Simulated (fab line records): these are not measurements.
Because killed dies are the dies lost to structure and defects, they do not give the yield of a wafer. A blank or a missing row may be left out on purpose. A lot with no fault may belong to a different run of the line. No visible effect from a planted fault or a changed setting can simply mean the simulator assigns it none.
Chamber matching | flow nandHarc | rieDiel-01 running NHARC_A_STAIRCASE_DESCUM_443: 4 sister chambers
The step chemistry O2, time 3 s. 8 wafers are shown with their chamber, then 8 later ones without.

== WAFERS PAIRED WITH THEIR CHAMBERS ==
wafer  | chamber | showerheadPlenumPTorr (Torr) | chamberPressureMTorr (mTorr)
L076.1 | 1       | 1.80                         | 59.97
L087.1 | 1       | 1.80                         | 59.98
L087.4 | 2       | 1.93                         | 59.93
L087.5 | 0       | 1.99                         | 59.98
L089.1 | 3       | 1.99                         | 60.00
L089.4 | 2       | 1.93                         | 59.96
L089.5 | 3       | 1.99                         | 59.95
L091.2 | 0       | 1.98                         | 59.94

== WAFERS WITH NO CHAMBER GIVEN ==
wafer  | showerheadPlenumPTorr (Torr) | chamberPressureMTorr (mTorr)
L091.4 | 1.99                         | 59.90
L091.6 | 1.99                         | 59.99
L094.4 | 1.98                         | 59.93
L094.5 | 1.99                         | 59.97
L094.6 | 1.98                         | 59.94
L097.3 | 1.99                         | 59.95
L097.4 | 1.79                         | 60.10
L097.6 | 1.79                         | 60.00

== CHAMBER TAKEN BY EACH ==
wafer  | from the rows above     | in truth
L091.4 | can't be placed: 0 or 3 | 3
L091.6 | can't be placed: 3 or 0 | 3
L094.4 | can't be placed: 0 or 3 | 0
L094.5 | can't be placed: 3 or 0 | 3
L094.6 | can't be placed: 0 or 3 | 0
L097.3 | can't be placed: 3 or 0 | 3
L097.4 | 1                       | 1
L097.6 | 1                       | 1
Correctly placed: 2 of 8. From these rows, 6 cannot be placed; in 6 the true chamber is one of the candidates. Placed wrongly: 0.
How it was worked out, from the rows above alone: a wafer's distance from a chamber is the root of the sum, over the readings, of the square of ((its reading less the chamber's mean) divided by the reading's scatter). The wafer belongs to the nearest chamber; if the next one is less than 2 further off, it can't be placed. For every chamber, the mean is computed from those of its wafers that are shown. The scatter is the square root of a quotient: the sum, over the shown wafers, of each reading's squared deviation from its chamber's mean, divided by wafers minus chambers.
